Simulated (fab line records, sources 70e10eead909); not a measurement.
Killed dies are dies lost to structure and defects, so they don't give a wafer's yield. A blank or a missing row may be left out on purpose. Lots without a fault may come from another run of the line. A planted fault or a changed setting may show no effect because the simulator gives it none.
A struck lot beside a sound one | flow nand_harc | 14 steps out of a route of 1159
Sound: wafers L780.3, L780.5, L780.6. Struck: wafer L792.5. (L792.1, L792.6 of the same lot were not struck and are left out.) The cause comes at the end.
At each step with rows: each side's tool, then ch and its chambers, then its first start. Under that, the readings that differ: sound wafers | struck wafers | difference of the means | sigmas: that difference in standard deviations of wafers without a fault.
alike: readings whose means differ by less than 2 such deviations, and words and numbers that are the same on both sides. not compared: withheld readings, readings that some wafer has no value for, bounds like >300 that may hide the same value, and numbers for which the record gives no deviation and whose values overlap.
The two part at a step that has a row with sigmas, a row that says differs or no value, or rows on one side only. Numbers that don't overlap but have no deviation are shown without sigmas and don't part them. A reading that every wafer of one side lacks parts them only if that side has two wafers or more.

first, 1 step without rows for these wafers: NHARC_A_WL_FILL_ANNEAL_08 (time 1800 s).
NHARC_A_WL_FILL_ALD_10: deposits SiO2, target thk 50 nm, pulse time 10 s, ald cycles 500.
  sound on ald_hk-04 ch 2,3, day 17 06:56; struck on ald_hk-01 ch 2, day 19 23:46
  reading                    | sound             | struck | difference | sigmas
  precursor_pulse_height_rel | 0.974 0.995 0.965 | 1.022  | +0.044     | +2
  alike: heater_power_outer_w, heater_power_w, susceptor_temp_C
  not compared: ald_cycles
NHARC_A_WL_FILL_ETCHBACK_16: etches the open film in C4F8/O2/Ar, target depth 88 nm, time 17.6 s.
  sound on rie_diel-09 ch 2,3; struck on rie_diel-11 ch 0
  reading               | sound             | struck | difference | sigmas
  oes_product_au (a.u.) | 0.910 0.920 0.937 | 0.995  | +0.073     | +3
  alike: rf_vpp_V
  not compared: rf_hours_counter_h
then, 1 step without rows for these wafers: NHARC_A_WL_FILL_STRIP_29 (strips in O2, time 20 s).
NHARC_A_WL_FILL_ETCHBACK_17: etches the open film in Cl2/BCl3, target depth 4 nm, time 26.7 s.
  sound on rie_metal-03 ch 0,1, day 17 11:17; struck on rie_metal-02 ch 0, day 20 02:33
  alike: drypump_motor_current_A, he_backside_leak_sccm, oes_product_au
  not compared: rf_hours_counter_h
then, 3 steps without rows for these wafers: NHARC_A_WL_FILL_PRECLEAN_18 (cleans in dHF, time 30 s); NHARC_A_WL_FILL_SRD_21; NHARC_A_WL_FILL_CVD_23 (deposits poly-Si, target thk 40 nm, time 800 s).
NHARC_A_WL_FILL_ETCHBACK_26: etches the open film in HBr, target depth 52 nm, time 13.3 s.
  sound on rie_si-04 ch 0,2,3, day 17 16:19; struck on rie_si-05 ch 3, day 20 07:38
  reading                     | sound       | struck | difference | sigmas
  drypump_motor_current_A (A) | 5.7 5.7 5.5 | 6.3    | +0.7       | +2
  alike: he_backside_leak_sccm, oes_product_au, throttle_valve_pct
  not compared: rf_hours_counter_h
then, 2 steps without rows for these wafers: NHARC_A_WL_FILL_PRECLEAN_30 (cleans in dHF, time 10 s); NHARC_A_WL_FILL_SRD_14.
NHARC_A_WL_FILL_ALD_19: deposits TiN, target thk 2 nm, pulse time 3 s, ald cycles 100.
  sound on ald_metal-01 ch 1,2,3, day 17 16:36; struck on ald_metal-02 ch 3, day 20 07:56
  reading    | sound       | struck | difference | sigmas
  ald_cycles | 100 100 100 | 93     | -7         |
  alike: heater_power_outer_w, heater_power_w, precursor_pulse_height_rel, susceptor_temp_C
NHARC_A_WL_FILL_CVD_20: deposits W, target thk 75 nm, time 5064 s.
  sound on cvd_w-01 ch 0,1; struck on cvd_w-01 ch 0
  alike: heater_power_outer_w, heater_power_w, susceptor_temp_C, throttle_valve_pct
-- the record jumps here: 4 days lie between the struck wafers' starts before and after (it left off in module A_WL_FILL and takes up again in module END, whose first step shown is number 1159 of the route) --
NHARC_END_SORT_01:
  sound on prober-01 ch 0, day 21 07:34; struck on prober-01 ch 0, day 23 21:38
  alike: killed_at_array, killed_at_other, killed_at_periphery, killed_dies, killed_open, killed_short

WHERE THEY PART
First at NHARC_A_WL_FILL_ALD_10; last, within this record, at NHARC_A_WL_FILL_ETCHBACK_26. Later steps at which nothing parts them and some readings are alike: NHARC_A_WL_FILL_ALD_19, NHARC_A_WL_FILL_CVD_20, NHARC_END_SORT_01.

WHY: what the simulator had put in
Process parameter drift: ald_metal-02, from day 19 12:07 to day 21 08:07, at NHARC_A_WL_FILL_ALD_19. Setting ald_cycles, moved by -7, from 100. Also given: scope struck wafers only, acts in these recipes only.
